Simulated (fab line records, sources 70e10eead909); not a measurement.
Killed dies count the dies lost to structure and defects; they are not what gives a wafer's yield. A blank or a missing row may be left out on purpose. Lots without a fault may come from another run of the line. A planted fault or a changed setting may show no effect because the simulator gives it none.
Which of the tools did it? + flow nand harc + 24 lots with 72 wafers sampled at 4 steps, on a route of 1159 steps

WHAT EACH GAUGE READ, for each wafer
NHARC_P_GATE_INSPECT_68. Usual: raw defect count reads 166 (standard deviation 59).
| lot  | measured     | on                | raw defect count | flag |
|------|--------------|-------------------|------------------|------|
| L074 | day 5 16:25  | defect inspect-02 | 120 75 176       |      |
| L075 | day 5 17:11  | defect inspect-02 | 249 248 194      |      |
| L076 | day 6 06:25  | defect inspect-02 | 150 182 161      |      |
| L077 | day 6 07:41  | defect inspect-02 | 80 154 108       |      |
| L079 | day 6 12:43  | defect inspect-01 | 130 123 93       |      |
| L078 | day 6 13:01  | defect inspect-01 | 174 284 142      |      |
| L081 | day 7 06:47  | defect inspect-01 | 366 355 258      |      |
| L082 | day 7 07:02  | defect inspect-01 | 209 176 209      |      |
| L080 | day 7 07:44  | defect inspect-01 | 171 82 180       |      |
| L083 | day 7 17:44  | defect inspect-02 | 383 205 176      |      |
| L084 | day 7 18:58  | defect inspect-01 | 175 159 123      |      |
| L086 | day 8 18:58  | defect inspect-02 | 172 204 129      |      |
| L085 | day 8 20:00  | defect inspect-02 | 199 192 263      |      |
| L087 | day 8 20:53  | defect inspect-01 | 118 132 122      |      |
| L088 | day 9 01:44  | defect inspect-02 | 100 127 154      |      |
| L089 | day 9 06:54  | defect inspect-01 | 127 116 112      |      |
| L090 | day 9 14:39  | defect inspect-01 | 86 119 119       |      |
| L091 | day 9 20:02  | defect inspect-01 | 141 184 211      |      |
| L093 | day 10 01:07 | defect inspect-02 | 121 309 165      |      |
| L092 | day 10 02:01 | defect inspect-02 | 133 190 179      |      |
| L095 | day 10 18:26 | defect inspect-02 | 161 160 142      |      |
| L094 | day 10 19:01 | defect inspect-01 | 161 205 196      |      |
| L096 | day 11 01:30 | defect inspect-01 | 93 153 126       |      |
| L097 | day 11 02:08 | defect inspect-01 | 133 147 202      |      |

NHARC_P_CONTACT_CD_MEAS_12 targets a cd of 90 nm. Usual: cd nm reads 90.0 nm (standard deviation 0.64).
| lot  | measured     | on        | cd nm (nm)     | flag |
|------|--------------|-----------|----------------|------|
| L074 | day 5 18:02  | cd sem-01 | 90.9 90.7 91.0 |      |
| L075 | day 5 19:11  | cd sem-03 | 90.0 90.0 90.3 |      |
| L076 | day 6 07:54  | cd sem-03 | 90.9 90.7 90.8 |      |
| L077 | day 6 09:11  | cd sem-01 | 89.9 90.3 90.9 |      |
| L079 | day 6 14:20  | cd sem-03 | 89.9 89.8 89.6 |      |
| L078 | day 6 15:10  | cd sem-01 | 89.8 90.0 89.5 |      |
| L081 | day 7 08:24  | cd sem-02 | 89.4 89.4 90.3 |      |
| L082 | day 7 08:39  | cd sem-02 | 90.0 89.5 90.6 |      |
| L080 | day 7 09:21  | cd sem-01 | 90.3 88.9 89.8 |      |
| L083 | day 7 19:21  | cd sem-03 | 90.1 90.5 89.8 |      |
| L084 | day 7 20:35  | cd sem-03 | 90.6 89.7 89.3 |      |
| L086 | day 8 20:35  | cd sem-03 | 89.6 90.1 90.3 |      |
| L085 | day 8 21:29  | cd sem-02 | 90.1 90.8 89.8 |      |
| L087 | day 8 22:29  | cd sem-01 | 89.3 89.0 89.1 |      |
| L088 | day 9 03:15  | cd sem-02 | 90.9 90.9 90.5 |      |
| L089 | day 9 08:25  | cd sem-02 | 90.0 88.5 88.5 |      |
| L090 | day 9 16:19  | cd sem-03 | 91.0 89.6 90.2 |      |
| L091 | day 9 21:40  | cd sem-01 | 90.4 89.5 90.5 |      |
| L093 | day 10 02:36 | cd sem-02 | 89.6 89.8 89.1 |      |
| L092 | day 10 03:37 | cd sem-02 | 90.2 89.1 89.9 |      |
| L095 | day 10 20:02 | cd sem-02 | 90.2 89.3 90.0 |      |
| L094 | day 10 20:37 | cd sem-02 | 90.3 90.3 90.2 |      |
| L096 | day 11 03:12 | cd sem-03 | 89.1 89.7 89.9 |      |
| L097 | day 11 03:46 | cd sem-03 | 90.3 90.9 90.2 |      |

WHICH TOOL RAN EACH LOT (tool, then ch and the chambers of the sampled wafers, then the start)
| lot  | NHARC_P_GATE_STRIP_95                | NHARC_P_GATE_RTA_80              |
|------|--------------------------------------|----------------------------------|
| L074 | plasma asher-01 ch 0,1, day 5 14:34  | rtp anneal-02 ch 0, day 5 15:45  |
| L075 | plasma asher-02 ch 0,1, day 5 15:14  | rtp anneal-02 ch 0, day 5 16:32  |
| L076 | plasma asher-02 ch 0,1, day 6 04:32  | rtp anneal-01 ch 0, day 6 05:41  |
| L077 | plasma asher-01 ch 0,1, day 6 05:53  | rtp anneal-01 ch 0, day 6 07:02  |
| L079 | plasma asher-01 ch 0, day 6 10:52    | rtp anneal-01 ch 0, day 6 12:03  |
| L078 | plasma asher-02 ch 0,1, day 6 11:13  | rtp anneal-01 ch 0, day 6 12:24  |
| L081 | plasma asher-01 ch 0,1, day 7 04:32  | rtp anneal-01 ch 0, day 7 05:57  |
| L082 | plasma asher-02 ch 0,1, day 7 04:57  | rtp anneal-01 ch 0, day 7 06:23  |
| L080 | plasma asher-01 ch 0,1, day 7 05:30  | rtp anneal-01 ch 0, day 7 07:01  |
| L083 | plasma asher-02 ch 0,1, day 7 15:55  | rtp anneal-01 ch 0, day 7 17:07  |
| L084 | plasma asher-01 ch 0,1, day 7 16:38  | rtp anneal-01 ch 0, day 7 18:08  |
| L086 | plasma asher-01 ch 0,1, day 8 17:08  | rtp anneal-02 ch 0, day 8 18:17  |
| L085 | plasma asher-01 ch 0, day 8 18:11    | rtp anneal-01 ch 0, day 8 19:22  |
| L087 | plasma asher-01 ch 0,1, day 8 18:58  | rtp anneal-02 ch 0, day 8 20:07  |
| L088 | plasma asher-01 ch 0,1, day 8 23:54  | rtp anneal-02 ch 0, day 9 01:08  |
| L089 | plasma asher-02 ch 1, day 9 05:05    | rtp anneal-01 ch 0, day 9 06:15  |
| L090 | plasma asher-02 ch 0,1, day 9 12:48  | rtp anneal-01 ch 0, day 9 13:59  |
| L091 | plasma asher-02 ch 0,1, day 9 18:13  | rtp anneal-02 ch 0, day 9 19:22  |
| L093 | plasma asher-02 ch 0,1, day 9 23:14  | rtp anneal-02 ch 0, day 10 00:28 |
| L092 | plasma asher-02 ch 0,1, day 10 00:10 | rtp anneal-02 ch 0, day 10 01:23 |
| L095 | plasma asher-02 ch 0,1, day 10 16:37 | rtp anneal-02 ch 0, day 10 17:47 |
| L094 | plasma asher-01 ch 0,1, day 10 17:13 | rtp anneal-01 ch 0, day 10 18:25 |
| L096 | plasma asher-01 ch 0,1, day 10 23:34 | rtp anneal-02 ch 0, day 11 00:54 |
| L097 | plasma asher-02 ch 0,1, day 11 00:05 | rtp anneal-02 ch 0, day 11 01:28 |
- NHARC_P_GATE_STRIP_95: strips in O2.
- NHARC_P_GATE_RTA_80: time 30 s.

AS READ BY THE TOOLS THEMSELVES (means over the sampled wafers that have a number; for cases with no such wafer, the mark the record gives instead)
NHARC_P_GATE_STRIP_95. Usual: drypump motor current A 5.72 A, standard deviation 0.22; heater power w 318 W, standard deviation 44; temp c 250.02 C, standard deviation 0.16.
| lot  | tool            | drypump motor current A (A) | heater power w (W) | temp c (C) | flag |
|------|-----------------|-----------------------------|--------------------|------------|------|
| L074 | plasma asher-01 | 5.61                        | 353                | 249.96     |      |
| L075 | plasma asher-02 | 5.91                        | 304                | 249.88     |      |
| L076 | plasma asher-02 | 5.93                        | 269                | 250.05     |      |
| L077 | plasma asher-01 | 5.47                        | 340                | 250.02     |      |
| L079 | plasma asher-01 | 5.69                        | 370                | 249.99     |      |
| L078 | plasma asher-02 | 5.90                        | 272                | 250.05     |      |
| L081 | plasma asher-01 | 5.58                        | 349                | 249.96     |      |
| L082 | plasma asher-02 | 5.91                        | 305                | 250.00     |      |
| L080 | plasma asher-01 | 5.49                        | 334                | 250.04     |      |
| L083 | plasma asher-02 | 5.93                        | 270                | 249.99     |      |
| L084 | plasma asher-01 | 5.58                        | 354                | 250.11     |      |
| L086 | plasma asher-01 | 5.56                        | 353                | 249.90     |      |
| L085 | plasma asher-01 | 5.71                        | 375                | 249.89     |      |
| L087 | plasma asher-01 | 5.60                        | 357                | 249.95     |      |
| L088 | plasma asher-01 | 5.59                        | 353                | 250.16     |      |
| L089 | plasma asher-02 | 5.88                        | 325                | 250.00     |      |
| L090 | plasma asher-02 | 5.91                        | 284                | 250.18     |      |
| L091 | plasma asher-02 | 5.92                        | 280                | 250.11     |      |
| L093 | plasma asher-02 | 5.91                        | 303                | 250.01     |      |
| L092 | plasma asher-02 | 5.90                        | 282                | 250.03     |      |
| L095 | plasma asher-02 | 5.93                        | 281                | 250.04     |      |
| L094 | plasma asher-01 | 5.45                        | 335                | 250.16     |      |
| L096 | plasma asher-01 | 5.58                        | 353                | 249.86     |      |
| L097 | plasma asher-02 | 5.88                        | 308                | 250.01     |      |

NHARC_P_GATE_RTA_80. Usual: lamp_zone_7_pct 2.15 %, standard deviation 0.16; wafer_temp_C_max 301.9, standard deviation 0.65.
| lot  | tool          | lamp_zone_7_pct (%) | wafer_temp_C_max | flag |
|------|---------------|---------------------|------------------|------|
| L074 | rtp anneal-02 | 2.33                | 301.5            |      |
| L075 | rtp anneal-02 | 2.34                | 301.4            |      |
| L076 | rtp anneal-01 | 2.00                | 302.2            |      |
| L077 | rtp anneal-01 | 2.01                | 302.0            |      |
| L079 | rtp anneal-01 | 2.00                | 302.6            |      |
| L078 | rtp anneal-01 | 2.00                | 302.7            |      |
| L081 | rtp anneal-01 | 2.00                | 302.7            |      |
| L082 | rtp anneal-01 | 2.00                | 302.4            |      |
| L080 | rtp anneal-01 | 2.00                | 302.2            |      |
| L083 | rtp anneal-01 | 2.00                | 302.5            |      |
| L084 | rtp anneal-01 | 2.00                | 302.3            |      |
| L086 | rtp anneal-02 | 2.33                | 301.2            |      |
| L085 | rtp anneal-01 | 2.00                | 303.0            |      |
| L087 | rtp anneal-02 | 2.33                | 301.2            |      |
| L088 | rtp anneal-02 | 2.33                | 301.4            |      |
| L089 | rtp anneal-01 | 2.00                | 302.4            |      |
| L090 | rtp anneal-01 | 2.00                | 302.3            |      |
| L091 | rtp anneal-02 | 2.33                | 300.9            |      |
| L093 | rtp anneal-02 | 2.33                | 301.3            |      |
| L092 | rtp anneal-02 | 2.33                | 301.6            |      |
| L095 | rtp anneal-02 | 2.33                | 301.2            |      |
| L094 | rtp anneal-01 | 2.00                | 302.2            |      |
| L096 | rtp anneal-02 | 2.33                | 301.4            |      |
| L097 | rtp anneal-02 | 2.33                | 301.3            |      |

THE ANSWER, worked out from the rows above alone
Rule: lot off if the mean of its wafers having a number is beyond 3 standard deviations from the usual mean. Also off: a lot with no number at a reading for which 4 or more lots have one. All remaining lots with rows at the step are treated as sound. The gauges are gone through in route order, then the tools' own readings, and for those a lot's mean is taken as printed above. At the first step where some lot is off, the reading lying furthest off is the one used; lots without a number count as furthest.
None of the lots is off at any reading shown; this tells nothing.

WHAT WAS PUT IN BY THE SIMULATOR
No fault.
